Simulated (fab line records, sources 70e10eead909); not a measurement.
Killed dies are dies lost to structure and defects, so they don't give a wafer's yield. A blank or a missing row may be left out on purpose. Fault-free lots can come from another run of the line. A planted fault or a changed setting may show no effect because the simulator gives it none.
fab line records | flow nand_harc
record: lots: 6 wafers: 18 last_day: 32
route steps=1302 shown A_STAIRCASE@662 END@1302
lots that met no fault: taken from a fault-free run of the same line
start_h: hours from the record's first day to the start of the lot's first wafer shown | wait_h: hours since the lot's step before | " repeats the value in the row above | L1.1+2: a row that stands for several wafers | - no value, or no start was given | * or withheld: withheld | < > ~ a bound
route shown NAME@n: a module of which the file shows steps, and the number in the route of the first | usual: mean and standard deviation over wafers with no fault | same: alike in all rows | chamber/n: place in a boat | sites: per-site readings | _std_site: how widely they spread, as a standard deviation | _edge_site: the outer-site mean with the inner-site mean subtracted | radius_mm: for every site, how far away it sits from the centre of the wafer | mask NAME#n: copy n | behind: the most recent tool/chamber to have shaped the wafer | hold: why the lot went on hold/how many hours it stayed there/how the hold came to an end | device: names the non-switching transistor (n, p or np) | end of line: the tests these same wafers got at the end of their route | a step with no rows: only its recipe | killed: count of dies lost to structure and defects at first sort (not the wafer's yield) | map: shows each die of a wafer: x if killed, . if not, _ if none is there
set.NAME: the setting that was run; set.NAME@STEP: the one run at that earlier step | model.NAME: the simulator's own value behind a step, which no gauge read
lots at selected steps of the route; one table per step, one row per wafer
services: from which hour (start_h, from the record's first day; less than 0 if before it) a tool's chamber was out of use, for how many hours, and why
== steps ==
step: NHARC_A_STAIRCASE_EXPOSE_06
recipe: na: 0.5 dose_mj: 25.43 mask_id: STAIR
step: NHARC_A_STAIRCASE_PEB_07
recipe: peb_temp_c: 115 peb_time_s: 130
step: NHARC_A_STAIRCASE_DEVELOP_08
recipe: time_s: 140
step: NHARC_A_STAIRCASE_HARDBAKE_10
recipe: temp_c: 120 time_s: 140
step: NHARC_A_STAIRCASE_DESCUM_11
recipe: time_s: 3 o2_flow_sccm: 200 ar_flow_sccm: 0 bias_power_w: 0 chemistry: O2
usual: drypump_motor_current_A: 5.7/0.45 mfc_ar_sccm: 0.009/0.011 o2_flow_sccm: 200.1/0.55 oes_product_au: 0.998/0.012 rf_vpp_V: 57.7/0.98 showerhead_plenum_p_Torr: 1.92/0.065 throttle_valve_pct: 11.311/0.0084
columns lot.wafer tool chamber start_h wait_h drypump_motor_current_A mfc_ar_sccm o2_flow_sccm oes_product_au rf_hours_counter_h rf_vpp_V showerhead_plenum_p_Torr throttle_valve_pct
L839.1 rie_diel-03 3 351.11 - 5.7 0.003 200.6 1.008 20 58.8 2.07 11.307
L839.2 " 0 " " 5.3 0 200.3 1.019 7 57.4 1.87 11.315
L839.5 " 0 " " 5.3 0 200.3 1.006 - 59.2 1.87 11.318
L847.1 rie_diel-08 1 434.97 - 5.5 0.002 199.6 0.974 16 59.8 2.04 11.300
L847.3 " 3 " " 5.0 0.043 200.0 0.988 20 56.4 1.95 11.309
L847.6 " 0 " " 5.6 0 199.4 0.994 - 57.4 1.94 11.322
L850.1 rie_diel-03 1 456.03 - 6.1 0 200.4 1.006 58 57.8 1.88 11.309
L850.2 " 2 " " 4.8 0 200.7 1.006 47 56.3 1.87 11.299
L850.5 " 1 " " 6.1 0 201.1 1.012 - 57.7 1.88 11.307
L851.4 rie_diel-03 0 472.75 - 5.3 0 199.7 1.016 1 57.2 1.85 11.326
L851.3 " 2 " " 4.8 0 201.3 1.010 1 56.7 1.87 11.319
L851.5 " 1 " " 6.1 0 200.3 1.000 - 58.4 1.88 11.312
L855.4 rie_diel-08 1 517.53 - 5.5 0.002 201.1 0.998 45 58.7 2.03 11.297
L855.2 " 3 " " 5.0 0.043 200.1 1.004 49 56.1 1.94 11.303
L855.3 " 0 " " 5.6 0 200.8 1.012 47 58.1 1.93 11.316
L859.4 rie_diel-09 0 550.98 - 5.7 0.023 199.6 0.997 14 57.0 1.87 11.313
L859.3 " 1 " " 5.7 0.005 199.7 0.990 18 56.6 1.88 11.306
L859.1 " 2 " " 5.5 0.008 200.9 1.007 20 59.8 1.94 11.300
step: NHARC_A_STAIRCASE_TRIM_12
recipe: time_s: 211.2 o2_flow_sccm: 500 ar_flow_sccm: 0 bias_w: 0 chemistry: O2
step: NHARC_A_STAIRCASE_ETCH_13
recipe: target_depth_a: 1000 time_s: 40.5 ion_energy_ev: 400 c4f8_flow_sccm: 20 o2_flow_sccm: 10 ar_flow_sccm: withheld rf_w: 600 bias_w: 1000 chemistry: C4F8/O2
usual: bias_w: 1000/3.1 oes_product_au: 0.945/0.014 rf_fwd_power_W: 593/3.3 rf_vpp_V: 896/3.9
columns lot.wafer tool chamber start_h wait_h bias_w oes_product_au rf_fwd_power_W rf_hours_counter_h rf_vpp_V
L839.2 rie_diel-03 1 - - 1000 0.965 595 20 894
L839.1 " 3 " " 1000 0.954 591 20 907
L839.5 " 2 " " 1001 0.953 592 - 894
L847.1 rie_diel-08 3 - - 1004 0.966 591 20 899
L847.3 " 1 " " 1001 0.934 593 16 904
L847.6 " 3 " " 1001 0.968 591 - 898
L850.1 rie_diel-03 0 - - 997 0.969 596 45 892
L850.2 " 1 " " 998 0.949 594 58 894
L850.5 " 0 " " 998 0.973 596 - 891
L851.4 rie_diel-03 1 - - 999 0.935 593 1 893
L851.3 " 0 " " 999 0.961 594 1 892
L851.5 " 2 " " 997 0.945 595 - 894
L855.4 rie_diel-08 2 - - 999 0.925 595 47 889
L855.2 " 0 " " 999 0.970 594 47 897
L855.3 " 1 " " 1000 0.939 595 46 902
L859.3 rie_diel-09 2 - - 995 0.954 593 21 898
L859.4 " 3 " " 998 0.954 587 19 896
L859.1 " 1 " " 1001 0.938 600 18 894
step: NHARC_A_STAIRCASE_TRIM_14
recipe: time_s: 211.2 o2_flow_sccm: 500 ar_flow_sccm: 0 bias_w: 0 chemistry: O2
usual: drypump_motor_current_A: 5.7/0.45 mfc_ar_sccm: 0.009/0.011 o2_flow_sccm: 499.9/1.5 oes_product_au: 0.999/0.011 rf_vpp_V: 57.8/0.91 showerhead_plenum_p_Torr: 3.53/0.11 throttle_valve_pct: 17.038/0.0086
same: bias_w: 0
columns lot.wafer tool chamber start_h wait_h drypump_motor_current_A mfc_ar_sccm o2_flow_sccm oes_product_au rf_hours_counter_h rf_vpp_V showerhead_plenum_p_Torr throttle_valve_pct
L839.2 rie_diel-03 2 - - 4.8 0 500.7 1.004 20 57.7 3.46 17.029
L839.1 " 3 " " 5.7 0.003 502.5 1.007 20 57.3 3.80 17.027
L839.5 " 2 " " 4.8 0 502.8 1.009 - 57.0 3.46 17.033
L847.1 rie_diel-08 1 - - 5.6 0.002 499.8 0.980 16 58.1 3.74 17.036
L847.3 " 2 " " 5.7 0.011 498.9 0.987 20 58.4 3.36 17.047
L847.6 " 1 " " 5.6 0.002 499.0 0.990 - 58.8 3.74 17.041
L850.1 rie_diel-03 0 - - 5.3 0 499.6 1.023 45 56.1 3.43 17.051
L850.2 " 2 " " 4.8 0 501.9 0.999 47 56.8 3.45 17.043
L850.5 " 0 " " 5.3 0 502.7 1.017 - 58.8 3.43 17.043
L851.3 rie_diel-03 2 - - 4.8 0 498.7 1.006 2 56.1 3.45 17.034
L851.4 " 3 " " 5.7 0.003 500.6 1.016 1 58.1 3.77 17.030
L851.5 " 0 " " 5.3 0 501.2 1.016 - 54.8 3.43 17.024
L855.3 rie_diel-08 2 - - 5.8 0.011 498.2 0.988 47 57.3 3.34 17.032
L855.2 " 3 " " 5.0 0.043 498.0 0.993 49 55.7 3.57 17.037
L855.4 " 0 " " 5.6 0 499.8 1.003 47 57.7 3.56 17.040
L859.1 rie_diel-09 1 - - 5.7 0.005 500.1 0.993 18 59.5 3.47 17.043
L859.4 " 2 " " 5.5 0.008 498.9 1.011 21 59.1 3.58 17.036
L859.3 " 3 " " 6.6 0.018 498.7 0.989 19 56.9 3.51 17.042
step: NHARC_A_STAIRCASE_ETCH_15
recipe: target_depth_a: 1000 time_s: 40.5 ion_energy_ev: 400 c4f8_flow_sccm: 20 o2_flow_sccm: 10 ar_flow_sccm: withheld rf_w: 600 bias_w: 1000 chemistry: C4F8/O2
step: NHARC_A_STAIRCASE_TRIM_16
recipe: time_s: 211.2 o2_flow_sccm: 500 ar_flow_sccm: 0 bias_w: 0 chemistry: O2
usual: drypump_motor_current_A: 5.6/0.44 mfc_ar_sccm: 0.009/0.011 o2_flow_sccm: 500.2/1.5 oes_product_au: 1.000/0.012 rf_vpp_V: 57.8/0.87 showerhead_plenum_p_Torr: 3.54/0.11 throttle_valve_pct: 17.037/0.0094
same: bias_w: 0
columns lot.wafer tool chamber start_h wait_h drypump_motor_current_A mfc_ar_sccm o2_flow_sccm oes_product_au rf_hours_counter_h rf_vpp_V showerhead_plenum_p_Torr throttle_valve_pct
L839.2 rie_diel-03 2 - - 4.8 0 499.2 1.014 20 57.6 3.46 17.034
L839.1 " 3 " " 5.7 0.003 499.5 1.019 20 58.7 3.80 17.027
L839.5 " 0 " " 5.3 0 498.7 1.013 - 57.6 3.45 17.039
L847.1 rie_diel-08 2 - - 5.7 0.011 498.8 0.996 21 56.4 3.36 17.043
L847.3 " 0 " " 5.6 0 497.4 0.989 15 58.0 3.58 17.028
L847.6 " 3 " " 5.0 0.043 499.8 0.989 - 59.8 3.58 17.030
L850.1 rie_diel-03 1 - - 6.1 0 501.9 1.000 58 56.0 3.47 17.046
L850.2 " 0 " " 5.3 0 501.7 1.015 45 56.9 3.43 17.021
L850.5 " 1 " " 6.1 0 501.4 1.008 - 57.6 3.47 17.025
L851.3 rie_diel-03 3 - - 5.7 0.003 500.4 1.026 1 59.4 3.77 17.042
L851.4 " 1 " " 6.1 0 502.2 1.008 2 58.5 3.47 17.023
L851.5 " 0 " " 5.3 0 500.3 1.025 - 56.6 3.43 17.045
L855.2 rie_diel-08 2 - - 5.7 0.011 501.0 0.981 47 57.5 3.34 17.039
L855.3 " 0 " " 5.6 0 498.3 1.004 47 56.9 3.56 17.048
L855.4 " 1 " " 5.6 0.002 499.7 0.990 46 57.9 3.72 17.027
L859.1 rie_diel-09 1 - - 5.7 0.005 498.6 0.982 19 58.7 3.47 17.035
L859.3 " 3 " " 6.6 0.018 499.3 1.005 19 58.3 3.51 17.028
L859.4 " 0 " " 5.8 0.023 500.1 0.998 14 57.0 3.45 17.039
step: NHARC_A_STAIRCASE_ETCH_17
recipe: target_depth_a: 1000 time_s: 40.5 ion_energy_ev: 400 c4f8_flow_sccm: 20 o2_flow_sccm: 10 ar_flow_sccm: withheld rf_w: 600 bias_w: 1000 chemistry: C4F8/O2
usual: bias_w: 999.3/2.9 oes_product_au: 0.944/0.013 rf_fwd_power_W: 593/3.2 rf_vpp_V: 896/3.9
columns lot.wafer tool chamber start_h wait_h bias_w oes_product_au rf_fwd_power_W rf_hours_counter_h rf_vpp_V
L839.2 rie_diel-03 0 - - 999.4 0.975 597 8 894
L839.1 " 1 " " 995.4 0.964 596 20 894
L839.5 " 3 " " 1001.9 0.945 593 - 905
L847.3 rie_diel-08 3 - - 1000.6 0.945 588 20 898
L847.1 " 0 " " 1000.6 0.951 594 15 897
L847.6 " 3 " " 996.6 0.961 586 - 897
L850.2 rie_diel-03 1 - - 997.3 0.961 595 58 895
L850.1 " 3 " " 1001.5 0.956 592 56 903
L850.5 " 1 " " 994.3 0.963 595 - 895
L851.3 rie_diel-03 0 - - 999.3 0.955 597 1 893
L851.4 " 2 " " 996.6 0.949 597 2 893
L851.5 " 1 " " 998.4 0.940 592 - 894
L855.3 rie_diel-08 0 - - 1000.6 0.965 593 47 899
L855.4 " 1 " " 1000.1 0.956 591 46 905
L855.2 " 2 " " 1002.0 0.927 596 47 888
L859.3 rie_diel-09 2 - - 995.6 0.953 590 21 897
L859.4 " 0 " " 1000.8 0.942 593 14 894
L859.1 " 1 " " 999.9 0.944 594 19 893
step: NHARC_A_STAIRCASE_TRIM_18
recipe: time_s: 211.2 o2_flow_sccm: 500 ar_flow_sccm: 0 bias_w: 0 chemistry: O2
usual: drypump_motor_current_A: 5.7/0.46 mfc_ar_sccm: 0.009/0.011 o2_flow_sccm: 500.0/1.4 oes_product_au: 1.000/0.012 rf_vpp_V: 57.8/0.88 showerhead_plenum_p_Torr: 3.53/0.11 throttle_valve_pct: 17.038/0.0087
same: bias_w: 0
columns lot.wafer tool chamber start_h wait_h drypump_motor_current_A mfc_ar_sccm o2_flow_sccm oes_product_au rf_hours_counter_h rf_vpp_V showerhead_plenum_p_Torr throttle_valve_pct
L839.1 rie_diel-03 3 351.88 - 5.7 0.003 500.2 1.015 20 58.7 3.80 17.039
L839.2 " 2 " " 4.8 0 498.7 1.008 20 58.4 3.46 17.045
L839.5 " 3 " " 5.7 0.003 501.8 1.018 - 58.4 3.80 17.032
L847.1 rie_diel-08 1 435.81 - 5.6 0.002 499.0 0.989 16 58.1 3.74 17.047
L847.3 " 2 " " 5.8 0.011 503.1 0.992 21 58.0 3.36 17.047
L847.6 " 3 " " 5.0 0.043 499.3 1.009 - 58.4 3.58 17.039
L850.2 rie_diel-03 3 456.81 - 5.7 0.003 500.4 1.006 57 58.6 3.78 17.038
L850.1 " 2 " " 4.8 0 499.7 1.009 47 57.4 3.45 17.039
L850.5 " 0 " " 5.3 0 501.0 1.235 - 56.6 3.43 17.029
L851.4 rie_diel-03 3 473.56 - 5.7 0.003 502.8 1.017 1 58.5 3.77 17.028
L851.3 " 0 " " 5.3 0 500.0 1.232 1 56.9 3.43 17.036
L851.5 " 2 " " 4.8 0 501.2 0.994 - 56.2 3.45 17.033
L855.4 rie_diel-08 3 518.31 - 5.0 0.043 497.5 1.005 49 58.0 3.57 17.036
L855.3 " 0 " " 5.6 0 501.7 1.011 47 58.4 3.56 17.025
L855.2 " 2 " " 5.8 0.011 499.3 0.993 47 56.1 3.34 17.028
L859.4 rie_diel-09 0 551.83 - 5.8 0.023 501.6 0.997 14 59.0 3.45 17.032
L859.1 " 1 " " 5.7 0.005 499.4 0.996 19 56.6 3.47 17.039
L859.3 " 3 " " 6.6 0.018 500.3 0.999 19 57.7 3.51 17.041
step: NHARC_A_STAIRCASE_ETCH_19
recipe: target_depth_a: 1000 time_s: 40.5 ion_energy_ev: 400 c4f8_flow_sccm: 20 o2_flow_sccm: 10 ar_flow_sccm: withheld rf_w: 600 bias_w: 1000 chemistry: C4F8/O2
step: NHARC_END_SORT_01
recipe: temp_c: 25
usual: killed_at_array: 49/18 killed_at_other: 0.7/1.1 killed_at_periphery: 4.0/2.6 killed_dies: 54/19 killed_open: 3.4/1.7 killed_short: 2.5/1.7
same: gross_dies: 677
columns lot.wafer tool chamber start_h wait_h killed_at_array killed_at_other killed_at_periphery killed_dies killed_open killed_short
L850.5 prober-01 0 661.86 3.7 674 0 2 676 2 1
L851.3 prober-02 0 680.68 3.2 666 0 4 670 3 2
killed by level:class
L850.5 A_STAIRCASE:area_trim=601 A_CHANNEL_HOLE_D1:chamber_film_flake=28 A_SLIT:chamber_film_flake=20 A_CHANNEL_HOLE_D2:chamber_film_flake=11 A_STAIRCASE:chamber_film_flake=4 A_ZERO_WELL:chamber_film_flake=3 A_M0:chamber_film_flake=2 P_GATE:geometric_particle:open=1
L851.3 A_STAIRCASE:area_trim=639 A_CHANNEL_HOLE_D2:chamber_film_flake=10 A_CHANNEL_HOLE_D1:chamber_film_flake=8 A_STAIRCASE:chamber_film_flake=4 A_CONTACT:chamber_film_flake=2 P_CONTACT:geometric_particle:short=1 P_CONTACT:geometric_particle:open=1 P_M1:geometric_particle:open=1
map L850.5 (x killed, . not)
____________x____________
_________xxxxxxx_________
_______xxxxxxxxxxx_______
______xxxxxxxxxxxxx______
_____xxxxxxxxxxxxxxx_____
____xxxxxxxxxxxxxxxxx____
____xxxxxxxxxxxxxxxxx____
___xxxxxxxxxxxxxxxxxxx___
___xxxxxxxxxxxxxxxxxxx___
__xxxxxxxxxxxxxxxxxxxxx__
__xxxxxxxxxxxxxxxxxxxxx__
_xxxxxxxxxxxxxxxxxxxxxxx_
_xxxxxxxxxxxxxxxxxxxxxxx_
_xxxxxxxxxxxxxxxxxxxxxxx_
_xxxxxxxxxxxxxxxxxxxxxxx_
_xxxxxxxxxxxxxxxxxxxxxxx_
xxxxxxxxxxxxxxxxxxxxxxxxx
xxxxxxxxxxxxxxxxxxxxxxxxx
xxxxxxxxxx.xxxxxxxxxxxxxx
xxxxxxxxxxxxxxxxxxxxxxxxx
xxxxxxxxxxxxxxxxxxxxxxxxx
_xxxxxxxxxxxxxxxxxxxxxxx_
_xxxxxxxxxxxxxxxxxxxxxxx_
_xxxxxxxxxxxxxxxxxxxxxxx_
_xxxxxxxxxxxxxxxxxxxxxxx_
_xxxxxxxxxxxxxxxxxxxxxxx_
__xxxxxxxxxxxxxxxxxxxxx__
__xxxxxxxxxxxxxxxxxxxxx__
___xxxxxxxxxxxxxxxxxxx___
___xxxxxxxxxxxxxxxxxxx___
____xxxxxxxxxxxxxxxxx____
____xxxxxxxxxxxxxxxxx____
_____xxxxxxxxxxxxxxx_____
______xxxxxxxxxxxxx______
_______xxxxxxxxxxx_______
_________xxxxxxx_________
____________x____________
map L851.3 (x killed, . not)
____________x____________
_________xxxxxxx_________
_______xxxxxxxxxxx_______
______xxxxxxxxxxxxx______
_____xxxxxxxxxxxxxxx_____
____xxxxxxxxxxxxxxxxx____
____xxxxxxxxxxxxxxxxx____
___xxxxxxxxxxxxxxxxxxx___
___xxxxxxxxxxxxxxxxxxx___
__xxxxxxxxxxxxxxxxxxxxx__
__xxxxxxxxxxxxxxxxxxxxx__
_xxxxxxxxxxxxxxxxxxxxxxx_
_xxxxxxx.xxxxxxxxxxxxxxx_
_xxxxxxxxxx.xxxxxxxxxxxx_
_xxxxxxxxxxxxxxxxxxxxxxx_
_xxxxxx..xxxxxxxxxxxxxxx_
xxxxxxxxxxxxxxxxxxxxxxxxx
xxxxxxxxxxxxxxxxxxxxxxxxx
xxxxxxxxxxxxx.xxxxxxxxxxx
xxxxxxxxxxxxxxxxxxxxxxxxx
xxxxxxxxxxxxxxxxxxxxxxxxx
_xxxxxxxxxxxxxx.xxxxxxxx_
_xxxxxxxxxxxxxxxxxxxxxxx_
_xxxxx.xxxxxxxxxxxxxxxxx_
_xxxxxxxxxxxxxxxxxxxxxxx_
_xxxxxxxxxxxxxxxxxxxxxxx_
__xxxxxxxxxxxxxxxxxxxxx__
__xxxxxxxxxxxxxxxxxxxxx__
___xxxxxxxxxxxxxxxxxxx___
___xxxxxxxxxxxxxxxxxxx___
____xxxxxxxxxxxxxxxxx____
____xxxxxxxxxxxxxxxxx____
_____xxxxxxxxxxxxxxx_____
______xxxxxxxxxxxxx______
_______xxxxxxxxxxx_______
_________xxxxxxx_________
____________x____________
== services ==
columns tool chamber start_h hours kind
rie_diel-03 0 339.60 - clean
rie_diel-03 1 339.60 - clean
rie_diel-03 2 339.60 - clean
rie_diel-03 3 339.60 - clean
rie_diel-08 3 349.43 7.0 repair
rie_diel-03 0 364.10 - clean
rie_diel-03 1 364.10 - clean
rie_diel-03 2 364.10 - clean
rie_diel-03 3 364.10 - clean
rie_diel-08 - 368.21 9.0 pm
rie_diel-03 0 388.61 - clean
rie_diel-03 1 388.61 - clean
rie_diel-03 2 388.61 - clean
rie_diel-03 3 388.61 - clean
rie_diel-08 0 390.98 3.2 repair
rie_diel-03 0 413.11 - clean
rie_diel-03 1 413.11 - clean
rie_diel-03 2 413.11 - clean
rie_diel-03 2 432.20 15.3 repair
rie_diel-08 - 444.42 3.7 repair
rie_diel-03 - 458.56 9.0 pm
rie_diel-09 - 499.68 9.0 pm
rie_diel-08 1 542.38 3.7 repair
rie_diel-08 - 545.21 9.0 pm
== key ==
first_sign: step: NHARC_A_STAIRCASE_TRIM_18 reading: oes_product_au direction: up sigmas: 19 usual: 1.000 struck: 1.234
effect: step: NHARC_END_SORT_01 reading: killed_at_array direction: up sigmas: 34 usual: 49 struck: 670
more_kills_born_at: NHARC_A_STAIRCASE_TRIM_18@rie_diel-03: 1240
met_at NHARC_A_STAIRCASE_TRIM_18
struck_wafers L850.5,L851.3
later_rows_left_out L850.5,L851.3
tester_left_out L850,L851
fault: kind: process_parameter_drift tool: rie_diel-03 chamber: 0 onset_h: 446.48 steps: NHARC_A_STAIRCASE_TRIM_18 channel: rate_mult offset: 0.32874 shape: step end_h: 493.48
tester_left_out: of these lots the tester's yield and bins aren't shown, on N5 and GAA mostly nor the transistor test; their killed dies are dies lost to structure and defects alone, not to doping, threshold or leakage, so they don't give the yield
later_rows_left_out: the simulator's readings of these wafers behind a module that went badly wrong aren't trusted and aren't shown, but for the sort
